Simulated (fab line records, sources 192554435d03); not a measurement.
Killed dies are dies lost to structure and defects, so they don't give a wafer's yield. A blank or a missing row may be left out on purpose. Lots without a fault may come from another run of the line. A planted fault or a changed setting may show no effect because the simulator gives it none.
fab line records | flow n5_finfet
record lots=24 wafers=72 last_day=18
route steps=1938 shown SD_EPI_N@272 ILD0@338 SDB@347
lots that met no fault: from a run of the same line without faults
start_h: hours from the record's first day to the start of the lot's first wafer shown | wait_h: hours since the lot's step before | " the same as in the row above | L1.1+2: a row that stands for several wafers | - no value, or no start given | * or withheld: withheld | < > ~ a bound
route shown NAME@n: a module of which the file shows steps, and the number in the route of the first | usual: mean/standard deviation of fault-free wafers | same: alike in all rows | chamber/n: place in a boat | sites: the reading at each site | _std_site: their standard deviation | _edge_site: outer sites' mean less inner sites' | radius_mm: how far each site lies from the wafer's centre | mask NAME#n: copy n | behind: the tool/chamber that last shaped the wafer | hold: why the lot was held/for how many hours/how that ended | device: the transistor (n, p or np) that didn't switch | end of line: the same wafers' tests at the end of the route | a step without rows: its recipe alone | killed: dies lost to structure and defects at the first sort, not the wafer's yield | map: a wafer's dies, x killed, . not, _ none there
set.NAME: the setting as run; set.NAME@STEP: as run at that earlier step | model.NAME: the simulator's own value behind a step, which no gauge read
steps of the route over a sample of lots; a table a step, a row a wafer
services: from which hour (start_h, from the record's first day; less than 0 if before it) a tool's chamber was out of use, for how many hours, and why
## steps
# step N5_SD_EPI_N_INSPECT_11
# recipe mode=adi inspect_instrument=macro
# usual raw_defect_count=2.0/1.4
# columns lot.wafer tool chamber start_h wait_h raw_defect_count
L074.2 defect_inspect-01 - 54.16 0.0 3
L074.3 " - " " 2
L074.6 " - " " 2
L075.1 defect_inspect-01 - 56.65 0.0 1
L075.2 " - " " 3
L075.3 " - " " 3
L076.1 defect_inspect-01 - 61.47 0.0 2
L076.3 " - " " 4
L076.4 " - " " 1
L077.2 defect_inspect-01 - 67.26 0.0 7
L077.3 " - " " 3
L077.4 " - " " 0
L078.1 defect_inspect-01 - 73.06 0.0 1
L078.2 " - " " 5
L078.5 " - " " 0
L079.2 defect_inspect-02 - 79.18 0.0 2
L079.4 " - " " 3
L079.5 " - " " 1
L080.1 defect_inspect-01 - 84.79 0.0 3
L080.3 " - " " 2
L080.5 " - " " 1
L081.2 defect_inspect-02 - 90.19 0.0 2
L081.3 " - " " 0
L081.6 " - " " 1
L082.3 defect_inspect-01 - 96.76 0.0 2
L082.4 " - " " 1
L082.5 " - " " 3
L083.3 defect_inspect-02 - 104.09 0.0 4
L083.5 " - " " 2
L083.6 " - " " 6
L084.2 defect_inspect-01 - 112.59 0.0 0
L084.5 " - " " 0
L084.6 " - " " 2
L085.3 defect_inspect-02 - 117.90 0.0 2
L085.4 " - " " 2
L085.6 " - " " 1
L086.1 defect_inspect-01 - 121.13 0.0 1
L086.3 " - " " 1
L086.5 " - " " 2
L087.2 defect_inspect-02 - 125.51 0.0 2
L087.4 " - " " 2
L087.5 " - " " 2
L088.1 defect_inspect-02 - 133.46 0.0 1
L088.2 " - " " 5
L088.4 " - " " 3
L089.1 defect_inspect-02 - 139.04 0.0 4
L089.5 " - " " 0
L089.6 " - " " 1
L090.3 defect_inspect-01 - 143.77 0.0 1
L090.5 " - " " 3
L090.6 " - " " 5
L091.1 defect_inspect-01 - 153.75 0.0 2
L091.4 " - " " 0
L091.5 " - " " 1
L092.4 defect_inspect-02 - 161.99 0.0 2
L092.5 " - " " 0
L092.6 " - " " 4
L093.2 defect_inspect-02 - 162.43 0.0 3
L093.3 " - " " 5
L093.4 " - " " 0
L094.1 defect_inspect-01 - 173.01 0.0 1
L094.4 " - " " 3
L094.5 " - " " 2
L095.2 defect_inspect-01 - 175.96 0.0 2
L095.4 " - " " 2
L095.6 " - " " 2
L096.1 defect_inspect-02 - 182.64 0.0 1
L096.5 " - " " 3
L096.6 " - " " 1
L097.1 defect_inspect-01 - 185.55 0.0 1
L097.3 " - " " 3
L097.5 " - " " 0
# step N5_SD_EPI_N_ETCH_34
# recipe chemistry=CF4 target=SiARC target_depth_a=455 mask_material=CAR-ArF-block time_s=75.8 ion_energy_ev=80 pressure_mtorr=40 source_w=545 bias_w=36 Ar_flow_sccm=100 cf4_flow_sccm=100 ends=cleared
# usual drypump_motor_current_A=5.9/0.45 etch_rf_on_time_s=75.5/1 mfc_ar_sccm=100.0/0.33 oes_product_au=0.66/0.071 rf_vpp_V=184.1/1.3 showerhead_plenum_p_Torr=2.14/0.067 throttle_valve_pct=15.51/0.24
# columns lot.wafer tool chamber start_h wait_h drypump_motor_current_A etch_rf_on_time_s mfc_ar_sccm oes_product_au rf_hours_counter_h rf_vpp_V showerhead_plenum_p_Torr throttle_valve_pct
L074.2 rie_diel-01 2 54.23 0.0 5.6 74.7 100.4 0.69 121 184.0 2.15 15.25
L074.3 " 1 " " 5.9 76.0 100.0 0.58 254 182.9 2.10 15.79
L074.6 " 1 " " 5.9 76.2 99.5 0.57 - 185.3 2.10 15.79
L075.1 rie_diel-03 3 56.72 0.0 6.3 75.3 99.7 0.62 204 183.7 2.13 15.87
L075.2 " 1 " " 5.8 74.9 99.7 0.64 163 186.1 2.22 15.49
L075.3 " 0 " " 6.3 76.5 99.9 0.60 220 183.0 2.12 15.50
L076.1 rie_diel-03 2 61.65 0.0 6.4 75.6 99.4 0.63 157 183.0 2.05 15.48
L076.3 " 3 " " 6.3 75.7 99.9 0.62 205 184.7 2.13 15.89
L076.4 " 1 " " 5.8 75.2 100.4 0.64 165 186.0 2.22 15.51
L077.2 rie_diel-03 1 67.43 0.0 5.8 75.8 100.1 0.64 167 184.1 2.22 15.51
L077.3 " 0 " " 6.3 77.9 99.5 0.59 224 184.3 2.11 15.50
L077.4 " 3 " " 6.3 75.9 99.7 0.62 208 185.6 2.13 15.90
L078.1 rie_diel-02 1 73.32 0.0 4.8 74.5 100.2 0.62 191 182.8 2.05 15.51
L078.2 " 0 " " 5.5 73.8 99.8 0.72 68 183.1 2.17 15.13
L078.5 " 3 " " 5.9 75.5 99.8 0.72 - 184.1 2.17 15.52
L079.2 rie_diel-02 1 79.59 0.0 4.8 74.7 100.0 0.62 193 183.4 2.05 15.52
L079.4 " 2 " " 5.6 75.8 99.5 0.58 238 184.7 2.20 16.16
L079.5 " 1 " " 4.8 74.4 99.7 0.62 - 182.9 2.05 15.50
L080.1 rie_diel-01 3 84.86 0.0 6.2 74.7 100.3 0.80 11 184.9 2.27 15.19
L080.3 " 0 " " 6.2 76.2 99.3 0.60 225 186.1 2.20 15.44
L080.5 " 0 " " 6.2 76.0 99.4 0.60 - 183.4 2.20 15.45
L081.2 rie_diel-01 3 90.73 0.0 6.2 74.6 100.2 0.79 14 185.9 2.27 15.18
L081.3 " 0 " " 6.3 76.2 99.9 0.60 228 185.7 2.20 15.45
L081.6 " 1 " " 5.9 74.1 99.4 0.84 - 184.7 2.10 15.29
L082.3 rie_diel-01 1 96.83 0.0 5.9 73.4 100.0 0.83 4 183.7 2.10 15.28
L082.4 " 2 " " 5.6 74.8 100.0 0.68 144 185.9 2.14 15.29
L082.5 " 3 " " 6.2 75.5 100.2 0.78 - 186.1 2.27 15.20
L083.3 rie_diel-03 0 104.32 0.0 6.3 78.1 100.3 0.59 232 183.7 2.11 15.51
L083.5 " 2 " " 6.4 75.6 99.9 0.63 - 182.1 2.04 15.51
L083.6 " 3 " " 6.3 75.0 99.7 0.61 - 182.7 2.12 15.91
L084.2 rie_diel-02 0 113.04 0.0 5.4 74.2 100.4 0.71 84 184.0 2.16 15.15
L084.5 " 3 " " 5.9 75.7 100.1 0.70 - 182.9 2.17 15.54
L084.6 " 1 " " 4.8 74.6 99.8 0.61 - 182.1 2.04 15.54
L085.3 rie_diel-02 1 117.97 0.0 4.8 75.0 99.7 0.61 208 183.7 2.04 15.53
L085.4 " 1 " " 4.8 75.2 99.6 0.60 - 182.4 2.04 15.55
L085.6 " 3 " " 5.9 76.2 100.2 0.71 - 184.5 2.17 15.56
L086.1 rie_diel-02 3 121.63 0.0 5.9 76.4 99.7 0.70 75 184.4 2.17 15.57
L086.3 " 0 " " 5.5 75.3 99.6 0.70 87 184.3 2.16 15.16
L086.5 " 3 " " 5.8 76.4 99.8 0.70 - 183.6 2.17 15.55
L087.2 rie_diel-03 2 125.58 0.0 6.4 75.5 100.3 0.62 175 182.5 2.04 15.52
L087.4 " 3 " " 6.3 76.2 99.3 0.61 223 183.9 2.12 15.93
L087.5 " 2 " " 6.4 75.4 100.2 0.63 - 181.7 2.04 15.52
L088.1 rie_diel-01 3 133.53 0.0 6.2 74.4 100.3 0.76 30 185.2 2.27 15.22
L088.2 " 2 " " 5.6 75.3 99.5 0.66 158 184.5 2.14 15.33
L088.4 " 0 " " 6.2 75.7 100.5 0.59 245 183.6 2.19 15.48
L089.1 rie_diel-03 0 139.11 0.0 6.3 77.3 100.5 0.58 242 185.0 2.11 15.54
L089.5 " 2 " " 6.4 75.6 100.1 0.63 - 182.1 2.04 15.52
L089.6 " 1 " " 5.8 74.8 99.9 0.63 - 184.8 2.21 15.55
L090.3 rie_diel-03 1 144.10 0.0 5.8 75.1 99.6 0.62 189 186.0 2.21 15.56
L090.5 " 2 " " 6.4 74.9 100.4 0.62 - 183.3 2.04 15.53
L090.6 " 1 " " 5.8 75.0 99.4 0.63 - 185.1 2.21 15.58
L091.1 rie_diel-03 1 153.82 0.0 5.8 75.2 100.3 0.62 193 185.5 2.21 15.57
L091.4 " 0 " " 6.3 77.6 100.4 0.58 249 183.8 2.11 15.55
L091.5 " 3 " " 6.3 76.2 100.0 0.61 - 183.5 2.12 15.94
L092.4 rie_diel-01 3 162.09 0.0 6.2 74.5 100.0 0.75 - 185.7 2.26 15.25
L092.5 " 1 " " 5.9 74.2 100.2 0.77 - 183.9 2.09 15.33
L092.6 " 2 " " 5.6 75.6 100.3 0.65 - 182.0 2.13 15.34
L093.2 rie_diel-02 0 162.50 0.0 5.6 75.7 99.8 0.68 101 184.5 2.16 15.19
L093.3 " 1 " " 4.8 76.2 99.7 0.59 224 182.7 2.04 15.57
L093.4 " 2 " " 5.6 75.6 100.0 0.81 9 182.9 2.19 15.72
L094.1 rie_diel-03 3 173.08 0.0 6.3 76.6 99.6 0.59 240 184.2 2.12 15.95
L094.4 " 2 " " 6.4 75.1 99.9 0.62 - 182.1 2.04 15.52
L094.5 " 1 " " 5.8 75.7 99.7 0.62 - 185.0 2.21 15.58
L095.2 rie_diel-01 0 176.03 0.0 6.2 73.5 100.2 0.84 2 185.2 2.19 15.00
L095.4 " 0 " " 6.2 73.6 100.5 0.83 - 185.8 2.19 15.00
L095.6 " 3 " " 6.2 74.7 100.5 0.73 - 184.6 2.26 15.27
L096.1 rie_diel-02 3 182.76 0.0 5.9 76.7 99.9 0.68 94 184.1 2.16 15.60
L096.5 " 2 " " 5.6 74.3 99.7 0.81 - 185.1 2.19 15.72
L096.6 " 1 " " 4.8 74.7 100.1 0.59 - 182.4 2.04 15.58
L097.1 rie_diel-03 3 185.62 0.0 6.3 76.6 100.1 0.59 245 184.9 2.11 15.96
L097.3 " 2 " " 6.4 76.2 99.9 0.60 198 182.9 2.03 15.57
L097.5 " 3 " " 6.3 77.0 100.1 0.59 - 184.4 2.12 15.97
# step N5_ILD0_CMP_03
# recipe stop_on=SiNx t_overpolish_s=1.9 post_cmp_clean=alkaline_brush down_force_psi=4.1491 platen_rpm=51.796 pad_velocity_m_s=1.0306 target_thk_nm=197.38
# usual motor_current_A=12.8/1.2 overpolish_run_s=1.900/0.0091 time_to_endpoint_s=68/3.2
# columns lot.wafer tool chamber start_h wait_h motor_current_A overpolish_run_s time_to_endpoint_s
L074.2 cmp-03 0 66.41 0.1 14.2 1.901 64
L074.3 " 2 " " 10.8 1.913 61
L074.6 " 3 " " 10.8 1.898 62
L075.2 cmp-03 3 70.72 0.0 11.3 1.896 64
L075.3 " 0 " " 14.2 1.895 67
L075.1 " 1 " " 11.8 1.888 64
L076.4 cmp-02 2 73.20 0.0 13.8 1.880 70
L076.1 " 3 " " 11.7 1.906 69
L076.3 " 1 " " 13.2 1.897 73
L077.2 cmp-03 1 79.76 0.0 13.0 1.896 66
L077.3 " 3 " " 10.8 1.893 68
L077.4 " 0 " " 13.5 1.925 68
L078.2 cmp-02 2 85.06 0.0 14.0 1.903 72
L078.1 " 1 " " 13.4 1.902 70
L078.5 " 2 " " 14.0 1.897 69
L079.4 cmp-02 0 91.86 0.0 14.5 1.898 75
L079.2 " 1 " " 13.5 1.893 71
L079.5 " 0 " " 14.5 1.897 74
L080.3 cmp-02 0 97.22 0.0 14.3 1.906 72
L080.1 " 1 " " 13.1 1.908 71
L080.5 " 0 " " 14.0 1.890 72
L081.3 cmp-02 2 102.52 0.1 13.6 1.903 73
L081.2 " 3 " " 11.9 1.890 69
L081.6 " 2 " " 14.2 1.897 73
L082.3 cmp-02 3 108.67 0.0 12.2 1.905 68
L082.4 " 0 " " 14.1 1.912 74
L082.5 " 0 " " 14.6 1.899 71
L083.3 cmp-02 1 115.73 0.1 13.0 1.909 70
L083.5 " 3 " " 12.7 1.913 68
L083.6 " 0 " " 14.9 1.903 68
L084.2 cmp-03 0 126.73 0.0 14.3 1.913 67
L084.6 " 0 " " 14.1 1.890 73
L084.5 " 1 " " 12.0 1.900 67
L085.4 cmp-01 3 129.28 0.0 11.9 1.884 67
L085.3 " 0 " " 13.3 1.908 66
L085.6 " 3 " " 12.2 1.908 70
L086.1 cmp-03 1 133.05 0.0 11.8 1.901 67
L086.3 " 3 " " 11.0 1.897 67
L086.5 " 2 " " 10.8 1.899 70
L087.2 cmp-01 1 138.68 0.0 12.6 1.920 68
L087.4 " 2 " " 13.7 1.895 66
L087.5 " 2 " " 13.0 1.899 64
L088.1 cmp-02 3 146.89 0.1 12.7 1.893 65
L088.2 " 0 " " 13.5 1.898 67
L088.4 " 1 " " 12.5 1.898 71
L089.1 cmp-01 2 152.86 0.1 12.6 1.890 64
L089.6 " 0 " " 14.2 1.913 66
L089.5 " 1 " " 12.7 1.901 68
L090.3 cmp-03 0 156.73 0.1 13.8 1.899 64
L090.6 " 2 " " 10.9 1.910 67
L090.5 " 3 " " 10.8 1.915 65
L091.4 cmp-03 2 166.07 0.0 9.8 1.899 66
L091.1 " 0 " " 13.8 1.893 64
L091.5 " 2 " " 10.5 1.907 62
L092.4 cmp-03 1 173.94 0.2 12.1 1.897 63
L092.6 " 2 " " 10.7 1.899 63
L092.5 " 3 " " 11.2 1.891 62
L093.2 cmp-02 1 175.59 0.0 13.1 1.914 69
L093.4 " 2 " " 14.3 1.897 66
L093.3 " 3 " " 12.6 1.872 63
L094.4 cmp-02 2 186.57 0.1 13.3 1.901 69
L094.1 " 3 " " 12.3 1.906 67
L094.5 " 0 " " 14.1 1.902 70
L095.2 cmp-03 0 187.94 0.0 13.6 1.907 66
L095.4 " 2 " " 11.1 1.904 68
L095.6 " 1 " " 12.6 1.881 66
L096.1 cmp-02 1 194.52 0.1 12.4 1.899 67
L096.6 " 0 " " 14.0 1.903 66
L096.5 " 1 " " 12.9 1.899 64
L097.3 cmp-01 2 197.14 0.0 13.0 1.890 68
L097.1 " 1 " " 13.0 1.917 69
L097.5 " 3 " " 12.7 1.923 68
# step N5_ILD0_THK_MEAS_13
# usual thk_nm=17.5/0.86
# columns lot.wafer tool chamber start_h wait_h thk_nm
L074.2 film_metro-02 - 70.24 0.1 16.7
L074.3 " - " " 16.4
L074.6 " - " " 16.2
L075.1 film_metro-02 - 74.73 - 18.9
L075.2 " - " " 18.8
L075.3 " - " " 18.8
L076.1 film_metro-01 - 77.41 - 18.6
L076.3 " - " " 19.4
L076.4 " - " " 18.2
L077.2 film_metro-01 - 83.59 - 18.3
L077.3 " - " " 19.2
L077.4 " - " " 17.3
L078.1 film_metro-01 - 89.34 - 17.9
L078.2 " - " " 18.3
L078.5 " - " " 18.0
L079.2 film_metro-01 - 95.91 - 16.7
L079.4 " - " " 15.6
L079.5 " - " " 17.4
L080.1 film_metro-01 - 101.05 - 17.1
L080.3 " - " " 19.1
L080.5 " - " " 17.0
L081.2 film_metro-01 - 106.31 - 18.5
L081.3 " - " " 17.3
L081.6 " - " " 17.0
L082.3 film_metro-02 - 112.84 - 17.2
L082.4 " - " " 17.3
L082.5 " - " " 17.2
L083.3 film_metro-02 - 119.48 - 17.7
L083.5 " - " " 16.7
L083.6 " - " " 18.4
L084.2 film_metro-02 - 130.87 - 18.1
L084.5 " - " " 18.3
L084.6 " - " " 18.1
L085.3 film_metro-01 - 133.11 - 18.1
L085.4 " - " " 17.3
L085.6 " - " " 16.8
L086.1 film_metro-01 - 136.98 - 16.5
L086.3 " - " " 16.4
L086.5 " - " " 16.1
L087.2 film_metro-01 - 142.51 - 17.9
L087.4 " - " " 18.0
L087.5 " - " " 17.9
L088.1 film_metro-01 - 150.73 - 17.4
L088.2 " - " " 15.8
L088.4 " - " " 16.6
L089.1 film_metro-02 - 157.21 - 17.4
L089.5 " - " " 17.1
L089.6 " - " " 17.4
L090.3 film_metro-01 - 160.49 - 17.4
L090.5 " - " " 17.4
L090.6 " - " " 18.0
L091.1 film_metro-01 - 170.08 - 17.7
L091.4 " - " " 17.2
L091.5 " - " " 16.0
L092.4 film_metro-02 - 177.75 - 17.5
L092.5 " - " " 16.1
L092.6 " - " " 17.7
L093.2 film_metro-01 - 179.97 - 17.3
L093.3 " - " " 17.3
L093.4 " - " " 16.4
L094.1 film_metro-01 - 190.33 - 19.1
L094.4 " - " " 18.0
L094.5 " - " " 17.6
L095.2 film_metro-02 - 192.50 - 17.4
L095.4 " - " " 17.7
L095.6 " - " " 18.1
L096.1 film_metro-01 - 198.32 - 17.3
L096.5 " - " " 18.1
L096.6 " - " " 17.7
L097.1 film_metro-01 - 200.97 - 17.9
L097.3 " - " " 16.7
L097.5 " - " " 17.5
# step N5_SDB_HM_DEP_00
# recipe material=SiNx target_thk_a=400 temp_c=400 precursor=SiH4/NH3/N2 pressure_torr=1.5 rf_w=300 time_s=35.3
# usual heater_power_w=757/74 showerhead_plenum_p_Torr=5.18/0.05 throttle_valve_pct=40.0/1.8
# columns lot.wafer tool chamber start_h wait_h heater_power_w showerhead_plenum_p_Torr since_wet_clean_h throttle_valve_pct
L074.2 pecvd-03 1 70.30 0.0 799 5.19 1862 39.7
L074.3 " 1 " " 783 5.21 - 39.6
L074.6 " 0 " " 695 5.19 - 44.5
L075.1 pecvd-02 1 74.79 0.0 676 5.23 1504 38.3
L075.2 " 2 " " 813 5.14 25 38.4
L075.3 " 0 " " 763 5.23 779 40.0
L076.1 pecvd-02 0 77.47 0.0 932 5.23 781 40.0
L076.3 " 2 " " 811 5.13 27 38.4
L076.4 " 0 " " 760 5.23 - 39.9
L077.2 pecvd-03 0 83.66 0.0 733 5.18 1150 44.4
L077.3 " 2 " " 602 5.22 396 39.0
L077.4 " 0 " " 747 5.18 - 44.4
L078.1 pecvd-03 0 89.40 0.0 750 5.19 1156 44.4
L078.2 " 1 " " 756 5.21 1881 39.9
L078.5 " 0 " " 731 5.18 - 44.4
L079.2 pecvd-03 0 95.97 0.0 735 5.17 1162 44.6
L079.4 " 0 " " 742 5.19 - 44.4
L079.5 " 1 " " 773 5.21 - 39.9
L080.1 pecvd-02 1 101.11 0.0 664 5.22 1530 38.5
L080.3 " 0 " " 868 5.21 805 40.1
L080.5 " 0 " " 865 5.23 - 40.2
L081.2 pecvd-03 1 106.37 0.0 847 5.20 1898 39.7
L081.3 " 2 " " 660 5.22 419 39.2
L081.6 " 1 " " 827 5.20 - 39.6
L082.3 pecvd-02 0 112.90 0.0 896 5.22 817 40.0
L082.4 " 2 " " 717 5.12 - 38.4
L082.5 " 1 " " 687 5.23 - 38.2
L083.3 pecvd-02 0 119.55 0.0 801 5.22 823 40.3
L083.5 " 2 " " 713 5.13 - 38.5
L083.6 " 1 " " 734 5.23 - 38.4
L084.2 pecvd-02 0 130.93 0.0 807 5.23 835 40.2
L084.5 " 0 " " 800 5.22 - 40.4
L084.6 " 2 " " 790 5.13 - 38.6
L085.3 pecvd-02 0 133.18 0.0 799 5.23 837 40.1
L085.4 " 1 " " 717 5.24 - 38.4
L085.6 " 2 " " 811 5.15 - 38.4
L086.1 pecvd-02 1 137.05 0.0 651 5.23 1566 38.2
L086.3 " 0 " " 765 5.23 841 40.4
L086.5 " 0 " " 758 5.23 - 40.5
L087.2 pecvd-04 0 142.57 0.0 639 5.12 1028 41.6
L087.4 " 2 " " 856 5.05 - 40.1
L087.5 " 1 " " 706 5.12 - 40.0
L088.1 pecvd-02 0 150.80 0.0 743 5.24 855 40.4
L088.2 " 2 " " 786 5.12 101 38.7
L088.4 " 0 " " 764 5.22 - 40.2
L089.1 pecvd-04 2 157.27 0.0 901 5.05 288 40.1
L089.5 " 0 " " 689 5.13 - 41.6
L089.6 " 2 " " 879 5.03 - 40.2
L090.3 pecvd-02 1 160.58 0.1 747 5.22 - 38.3
L090.5 " 1 " " 714 5.22 - 38.3
L090.6 " 2 " " 734 5.12 - 38.8
L091.1 pecvd-02 0 170.14 0.0 882 5.23 874 40.3
L091.4 " 2 " " 822 5.13 - 38.9
L091.5 " 0 " " 868 5.23 - 40.5
L092.4 pecvd-04 0 177.84 0.1 719 5.14 - 41.5
L092.5 " 1 " " 864 5.12 - 40.6
L092.6 " 2 " " 878 5.07 - 40.5
L093.2 pecvd-03 1 180.32 0.0 799 5.22 1972 39.4
L093.3 " 0 " " 695 5.17 1247 44.2
L093.4 " 0 " " 691 5.19 - 44.1
L094.1 pecvd-03 1 190.39 0.0 779 5.22 1982 39.7
L094.4 " 1 " " 768 5.20 - 39.5
L094.5 " 0 " " 667 5.19 - 44.4
L095.2 pecvd-02 1 192.56 0.0 699 5.21 1621 38.2
L095.4 " 2 " " 787 5.12 - 39.1
L095.6 " 0 " " 765 5.21 - 40.7
L096.1 pecvd-02 2 198.39 0.0 752 5.13 148 39.1
L096.5 " 2 " " 749 5.13 - 38.9
L096.6 " 0 " " 844 5.22 - 40.6
L097.1 pecvd-04 2 201.03 0.0 814 5.05 332 40.2
L097.3 " 0 " " 741 5.13 1086 41.4
L097.5 " 1 " " 818 5.14 - 40.5
# step N5_SDB_ETCH_17
# recipe chemistry=CF4 target=SiARC target_depth_a=234 mask_material=CAR-ArF time_s=39 ion_energy_ev=80 pressure_mtorr=40 source_w=545 bias_w=36 Ar_flow_sccm=100 cf4_flow_sccm=100 ends=cleared
# usual drypump_motor_current_A=5.8/0.47 etch_rf_on_time_s=38.8/0.55 mfc_ar_sccm=99.97/0.29 oes_product_au=0.67/0.079 rf_vpp_V=184.1/1.1 showerhead_plenum_p_Torr=2.14/0.065 throttle_valve_pct=15.52/0.25
# columns lot.wafer tool chamber start_h wait_h drypump_motor_current_A etch_rf_on_time_s mfc_ar_sccm oes_product_au rf_hours_counter_h rf_vpp_V showerhead_plenum_p_Torr throttle_valve_pct
L074.2 rie_diel-03 1 70.78 0.0 5.8 38.4 99.51 0.64 168 183.9 2.22 15.51
L074.3 " 0 " " 6.3 39.9 100.15 0.60 225 182.8 2.11 15.50
L074.6 " 3 " " 6.3 38.9 99.82 0.61 - 184.0 2.13 15.88
L075.1 rie_diel-02 2 76.13 0.0 5.6 39.2 99.90 0.59 236 184.5 2.20 16.16
L075.2 " 3 " " 5.9 38.4 99.84 0.72 56 186.0 2.17 15.52
L075.3 " 0 " " 5.5 37.8 100.34 0.73 69 185.4 2.17 15.13
L076.1 rie_diel-01 0 78.63 0.0 6.2 39.2 100.07 0.61 221 185.4 2.20 15.45
L076.3 " 2 " " 5.5 38.6 99.81 0.68 134 185.0 2.15 15.28
L076.4 " 2 " " 5.6 38.7 99.67 0.67 - 183.9 2.15 15.27
L077.2 rie_diel-02 3 84.11 0.0 5.8 38.6 100.44 0.72 59 184.6 2.17 15.54
L077.3 " 1 " " 4.8 38.3 99.73 0.61 195 181.0 2.05 15.51
L077.4 " 2 " " 5.6 38.8 99.73 0.59 240 183.4 2.20 16.16
L078.1 rie_diel-02 2 90.44 0.0 5.6 39.2 99.86 0.58 243 186.3 2.20 16.16
L078.2 " 1 " " 4.8 38.5 99.88 0.61 198 182.4 2.05 15.52
L078.5 " 0 " " 5.5 38.0 99.93 0.72 - 184.8 2.16 15.15
L079.2 rie_diel-02 3 96.63 0.0 5.9 38.5 99.56 0.72 65 182.7 2.17 15.56
L079.4 " 0 " " 5.5 38.0 99.85 0.71 78 186.3 2.16 15.14
L079.5 " 1 " " 4.8 38.3 99.51 0.61 - 182.7 2.05 15.53
L080.1 rie_diel-01 2 101.74 0.0 5.6 38.6 100.81 0.67 146 183.6 2.14 15.30
L080.3 " 0 " " 6.2 39.0 99.80 0.60 233 184.1 2.19 15.46
L080.5 " 1 " " 5.9 38.2 100.06 0.81 - 183.7 2.10 15.31
L081.2 rie_diel-01 3 106.95 0.0 6.2 38.2 99.94 0.77 20 184.6 2.27 15.19
L081.3 " 2 " " 5.6 38.1 100.24 0.67 148 185.9 2.14 15.30
L081.6 " 1 " " 5.9 37.9 99.74 0.81 - 183.2 2.10 15.28
L082.3 rie_diel-01 0 113.49 0.0 6.2 39.2 100.37 0.60 238 183.5 2.19 15.48
L082.4 " 1 " " 5.9 38.3 100.19 0.80 10 183.6 2.10 15.30
L082.5 " 2 " " 5.6 38.5 99.69 0.67 - 183.3 2.14 15.30
L083.3 rie_diel-03 3 120.13 0.0 6.3 39.3 99.70 0.60 221 182.9 2.12 15.91
L083.5 " 1 " " 5.8 38.7 100.29 0.63 - 185.2 2.21 15.53
L083.6 " 0 " " 6.3 40.3 99.83 0.58 - 184.6 2.11 15.54
L084.2 rie_diel-02 0 131.38 0.0 5.5 37.9 100.18 0.70 91 184.8 2.16 15.18
L084.5 " 0 " " 5.5 38.2 100.24 0.69 - 183.4 2.16 15.16
L084.6 " 1 " " 4.8 38.5 99.71 0.60 - 182.3 2.04 15.56
L085.3 rie_diel-03 1 133.75 0.0 5.8 39.1 99.77 0.62 184 184.2 2.21 15.55
L085.4 " 2 " " 6.4 38.8 99.39 0.63 177 184.5 2.04 15.52
L085.6 " 0 " " 6.3 40.3 100.15 0.58 - 183.5 2.11 15.54
L086.1 rie_diel-01 0 137.62 0.0 6.2 39.5 99.50 0.58 247 184.1 2.19 15.49
L086.3 " 1 " " 5.9 38.5 99.54 0.79 16 184.3 2.10 15.31
L086.5 " 1 " " 5.9 38.7 99.70 0.79 - 183.4 2.10 15.31
L087.2 rie_diel-03 0 143.15 0.0 6.3 40.0 99.76 0.58 244 184.2 2.11 15.55
L087.4 " 2 " " 6.4 39.1 99.77 0.62 181 182.1 2.04 15.51
L087.5 " 0 " " 6.3 40.2 99.80 0.58 - 184.3 2.11 15.55
L088.1 rie_diel-02 3 151.25 0.0 5.8 39.1 100.02 0.68 85 186.2 2.16 15.59
L088.2 " 2 " " 5.6 38.4 99.97 0.84 6 184.0 2.19 15.71
L088.4 " 0 " " 5.5 38.4 100.16 0.70 97 184.7 2.16 15.18
L089.1 rie_diel-02 1 157.84 0.0 4.8 38.7 100.33 0.60 223 182.6 2.04 15.58
L089.5 " 3 " " 5.8 39.2 100.20 0.69 - 184.9 2.16 15.60
L089.6 " 0 " " 5.5 38.4 100.15 0.69 - 182.8 2.16 15.19
L090.3 rie_diel-03 1 161.17 0.0 5.8 38.9 100.71 0.62 195 184.2 2.21 15.57
L090.5 " 3 " " 6.3 39.2 99.61 0.60 - 184.4 2.12 15.94
L090.6 " 2 " " 6.4 38.6 99.93 0.62 - 183.7 2.04 15.53
L091.1 rie_diel-02 3 170.72 0.0 5.8 39.1 99.92 0.68 91 185.1 2.16 15.61
L091.4 " 2 " " 5.6 38.9 100.14 0.81 12 185.8 2.19 15.72
L091.5 " 2 " " 5.6 38.9 100.56 0.81 - 183.2 2.19 15.72
L092.4 rie_diel-01 2 178.28 0.0 5.6 38.5 99.81 0.65 - 185.2 2.13 15.35
L092.5 " 0 " " 6.3 37.9 100.86 0.84 - 186.0 2.19 15.02
L092.6 " 3 " " 6.2 38.3 100.35 0.73 - 185.2 2.26 15.27
L093.2 rie_diel-02 0 180.89 0.0 5.5 39.0 100.10 0.68 106 183.8 2.15 15.21
L093.3 " 2 " " 5.6 38.8 99.75 0.80 15 183.7 2.19 15.73
L093.4 " 3 " " 5.9 39.7 100.10 0.68 93 184.5 2.16 15.60
L094.1 rie_diel-02 2 190.97 0.0 5.6 38.5 99.77 0.80 18 183.4 2.19 15.73
L094.4 " 1 " " 4.9 38.7 99.96 0.59 234 184.3 2.04 15.59
L094.5 " 2 " " 5.6 38.5 99.76 0.80 - 185.9 2.19 15.74
L095.2 rie_diel-03 3 193.01 0.0 6.3 39.2 100.19 0.59 249 183.5 2.11 15.96
L095.4 " 3 " " 6.3 39.3 99.96 0.59 - 183.1 2.11 15.96
L095.6 " 1 " " 5.8 38.4 100.11 0.61 - 183.7 2.20 15.60
L096.1 rie_diel-03 3 199.29 0.0 6.3 39.3 100.09 0.59 251 183.7 2.11 15.95
L096.5 " 3 " " 6.3 39.2 100.50 0.59 - 184.7 2.11 15.98
L096.6 " 2 " " 6.4 38.6 100.18 0.62 - 182.3 2.03 15.57
L097.1 rie_diel-02 2 201.61 0.0 5.7 38.6 99.64 0.79 21 185.0 2.19 15.72
L097.3 " 3 " " 5.8 39.4 100.08 0.68 100 183.1 2.16 15.61
L097.5 " 2 " " 5.6 38.6 99.65 0.80 - 186.1 2.19 15.76
## services
# columns tool chamber start_h hours kind
rie_diel-03 0 37.52 13.5 repair
cmp-01 - 50.54 4.0 pm
cmp-02 - 54.81 2.2 repair
cmp-01 - 56.40 1.8 repair
cmp-02 - 61.05 2.4 repair
rie_diel-01 2 64.49 1.4 repair
cmp-02 - 69.70 1.7 repair
rie_diel-03 - 72.00 15.6 pm
cmp-01 - 97.77 19.5 repair
cmp-02 - 104.25 0.9 repair
cmp-03 - 106.39 1.6 repair
cmp-03 - 120.56 4.7 pm
rie_diel-01 1 121.69 7.3 repair
cmp-02 - 124.95 4.0 pm
cmp-03 - 133.54 4.0 repair
cmp-01 - 133.97 2.0 repair
rie_diel-02 3 152.96 1.8 repair
pecvd-04 - 154.32 2.8 pm
rie_diel-03 0 165.62 14.4 repair
cmp-03 - 167.87 1.6 repair
rie_diel-01 1 172.82 7.6 repair
rie_diel-02 0 174.77 2.9 repair
cmp-03 - 181.19 5.3 repair
cmp-02 - 183.50 0.6 repair
## key
fault none
